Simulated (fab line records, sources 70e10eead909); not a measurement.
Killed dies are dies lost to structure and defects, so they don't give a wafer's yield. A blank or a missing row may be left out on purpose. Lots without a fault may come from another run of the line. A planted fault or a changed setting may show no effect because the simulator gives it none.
Chamber matching | flow nand_harc | NHARC_P_BONDPAD_DESCUM_11 on rie_diel-12: 4 sister chambers
The step chemistry O2, time 3 s. 22 wafers are shown with their chamber, then 11 later ones without.

WAFERS WITH THEIR CHAMBER
wafer  | chamber | drypump_motor_current_A (A) | oes_product_au (a.u.) | rf_vpp_V (V)
L077.1 | 2       | 5.6                         | 1.002                 | 57.6
L077.2 | 1       | 6.2                         | 0.978                 | 56.8
L077.3 | 0       | 4.8                         | 0.990                 | 56.2
L077.4 | 3       | 5.5                         | 0.978                 | 56.8
L077.5 | 2       | 5.6                         | 1.010                 | 58.4
L077.6 | 1       | 6.2                         | 0.978                 | 58.6
L086.1 | 1       | 6.1                         | 0.984                 | 57.7
L086.2 | 3       | 5.5                         | 0.984                 | 58.0
L086.5 | 2       | 5.6                         | 0.996                 | 56.9
L087.1 | 1       | 6.1                         | 0.992                 | 56.3
L087.4 | 2       | 5.5                         | 0.999                 | 57.7
L087.6 | 1       | 6.1                         | 0.993                 | 56.6
L091.1 | 3       | 5.4                         | 0.991                 | 57.7
L091.5 | 3       | 5.5                         | 0.998                 | 58.3
L091.6 | 0       | 4.7                         | 0.991                 | 57.4
L092.1 | 1       | 6.1                         | 0.993                 | 57.7
L092.5 | 1       | 6.2                         | 0.991                 | 57.3
L092.6 | 0       | 4.7                         | 0.993                 | 57.7
L095.3 | 0       | 4.8                         | 0.999                 | 57.2
L095.4 | 1       | 6.1                         | 0.986                 | 57.4
L095.6 | 1       | 6.2                         | 0.995                 | 55.6
L095.1 | 3       | 5.5                         | 0.997                 | 58.6

SIGNATURES (means of the wafers above)
reading                 | chamber 0 | chamber 1 | chamber 2 | chamber 3 | scatter within a chamber
drypump_motor_current_A | 4.750     | 6.144     | 5.575     | 5.480     | 0.0515
oes_product_au          | 0.99325   | 0.98778   | 1.00175   | 0.98960   | 0.00664
rf_vpp_V                | 57.125    | 57.111    | 57.650    | 57.880    | 0.769
Rule: a wafer's distance from a chamber is the root of the sum, over the readings, of the square of ((its reading less the chamber's mean) divided by the reading's scatter). The wafer belongs to the nearest chamber; if the next one is less than 2 further off, it can't be placed. The scatter: the root of (the sum of the squares of (reading less its chamber's mean) over the shown wafers, divided by (wafers less chambers)).

WAFERS WITHOUT THEIR CHAMBER
wafer  | drypump_motor_current_A (A) | oes_product_au (a.u.) | rf_vpp_V (V)
L095.2 | 5.6                         | 1.013                 | 57.7
L095.5 | 5.6                         | 1.020                 | 57.4
L096.2 | 4.8                         | 0.995                 | 58.3
L096.4 | 5.4                         | 0.995                 | 58.8
L096.5 | 4.8                         | 1.001                 | 58.3
L096.1 | 5.6                         | 1.006                 | 57.2
L096.3 | 6.2                         | 0.985                 | 57.7
L096.6 | 5.5                         | 0.989                 | 58.0
L097.1 | 4.8                         | 0.995                 | 58.4
L097.2 | 5.6                         | 1.002                 | 57.5
L097.6 | 5.5                         | 0.993                 | 56.9

WHICH CHAMBER EACH WENT THROUGH
wafer  | from the rows above     | in truth
L095.2 | 2                       | 2
L095.5 | 2                       | 2
L096.2 | 0                       | 0
L096.4 | can't be placed: 3 or 2 | 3
L096.5 | 0                       | 0
L096.1 | 2                       | 2
L096.3 | 1                       | 1
L096.6 | 3                       | 3
L097.1 | 0                       | 0
L097.2 | 2                       | 2
L097.6 | can't be placed: 3 or 2 | 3
Placed correctly: 9 of 11. Can't be placed from these rows: 2 (the true chamber is among the candidates in 2). Placed wrongly: 0.
